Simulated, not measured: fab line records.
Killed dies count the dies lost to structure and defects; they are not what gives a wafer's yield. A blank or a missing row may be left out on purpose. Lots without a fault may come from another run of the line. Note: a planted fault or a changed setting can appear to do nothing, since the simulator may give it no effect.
Split-lot study    flow n5-finfet    7 lots, 21 wafers read, on a route of 1938 steps

## THE SPLIT
At N5_GATE_CUT_ALD_22 (deposits SiNx, target thk 16 nm, pulse time 1 s, ald cycles 320), the setting ald-cycles was moved away from the recipe's 320 on 5 of the 21 wafers read, by -15.0% to +8.4%. This setting was run at the recipe's value on the other wafers.

The split's own step is where the reading is taken.

## THE READING
SiNx_of_GATE_CUT_ALD_22.thk-nm (the simulator's own value, which no gauge read), in nm, at N5_GATE_CUT_ALD_22 (deposits SiNx, target thk 16 nm, pulse time 1 s, ald cycles 320). The file gives no usual value for it. Across the 16 wafers here that went through the recipe, the average is 16.0 nm and the standard deviation 0.078 nm.

wafer   tool, chamber at the split  ald-cycles as run  against the recipe  SiNx_of_GATE_CUT_ALD_22.thk-nm, nm  against lot-mates on the recipe
L074.1  ald-sin-03, 2               320                recipe              16.2                                -
L074.5  ald-sin-03, 2,1             320                recipe              16                                  -
L074.6  ald-sin-03, 2,1             320                recipe              16                                  -
L076.4  ald-sin-03, 2               272                -15.0%              13.6                                -2.4
L076.5  ald-sin-03, 2               272                -15.0%              13.6                                -2.4
L076.6  ald-sin-03, 3               320                recipe              16                                  -
L081.3  ald-sin-03, 0               347                +8.4%               17.4                                +1.4
L081.5  ald-sin-03, 0,1             320                recipe              16                                  -
L081.6  ald-sin-03, 0,1             320                recipe              16                                  -
L086.1  ald-sin-04, 0,3             320                recipe              16                                  -
L086.3  ald-sin-04, 0,3             320                recipe              16                                  -
L086.6  ald-sin-04, 1               320                recipe              16.2                                -
L089.1  ald-sin-01, 1,2,0           320                recipe              16                                  -
L089.2  ald-sin-01, 1,2,0           320                recipe              16                                  -
L089.4  ald-sin-01, 1,2,0           320                recipe              16                                  -
L090.1  ald-sin-04, 1,0             274                -14.4%              13.8                                -2.4
L090.5  ald-sin-04, 1,0             274                -14.4%              13.8                                -2.4
L090.3  ald-sin-04, 3               320                recipe              16.2                                -
L091.2  ald-sin-03, 2,1,1           320                recipe              16                                  -
L091.4  ald-sin-03, 2,1,1           320                recipe              16                                  -
L091.5  ald-sin-03, 2,1,1           320                recipe              16                                  -
When a row names more than one chamber, that row covers several wafers, and the file does not tell which wafer ran in which chamber.

FIT RESULTS
A straight line over all 21 wafers: SiNx_of_GATE_CUT_ALD_22.thk-nm changes by +0.159 nm for each +1% of ald-cycles; r = +1.00; the points scatter about the line by 0.075 nm.
The same after taking each lot's own level away (the mean of its wafers on the recipe; 21 wafers): +0.164 nm for each +1%; r = +1.00; scatter 0.058 nm.
According to that fit, moving ald-cycles by its largest amount changes the reading by 2.5 nm.
Measured against the standard deviation above, the lots' own levels, which go from 16.00 to 16.20 nm, span 2.6 times it.
So the lot-to-lot level changes the slope little: the two slopes agree.
Check: for one of the wafers moved furthest among these (-15.0%), held out of the fit, the line's prediction against its lot-mates is -2.47 nm. It came out at -2.4 nm against them.

## THESE WAFERS: OTHER SPLITS
Before the reading, these wafers also passed through other splits. Each is held against what the fit with the lots' levels taken away leaves over:
other split on the same wafers         wafers away from the commonest value  r with SiNx_of_GATE_CUT_ALD_22.thk-nm (lot level and that fit taken away)
N5_SD_ACTIVATION_LSA_01 temp-c         8                                     -0.23
N5_SDB_COAT_03 spin-rpm                5                                     -0.05
N5_SDB_COAT_05 spin-rpm                2                                     -0.46
N5_HKMG_FIN_COAT_43 spin-rpm           4                                     -0.06
N5_HKMG_FIN_DEVELOP_48 develop-time-s  7                                     +0.13
N5_GATE_CUT_CUT_ETCH_53 icp-w          5                                     +0.23

## FILE'S OWN FIT
SiNx_of_GATE_CUT_ALD_22.thk-nm changes by +0.164 nm for each +1% of ald-cycles, r = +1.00.
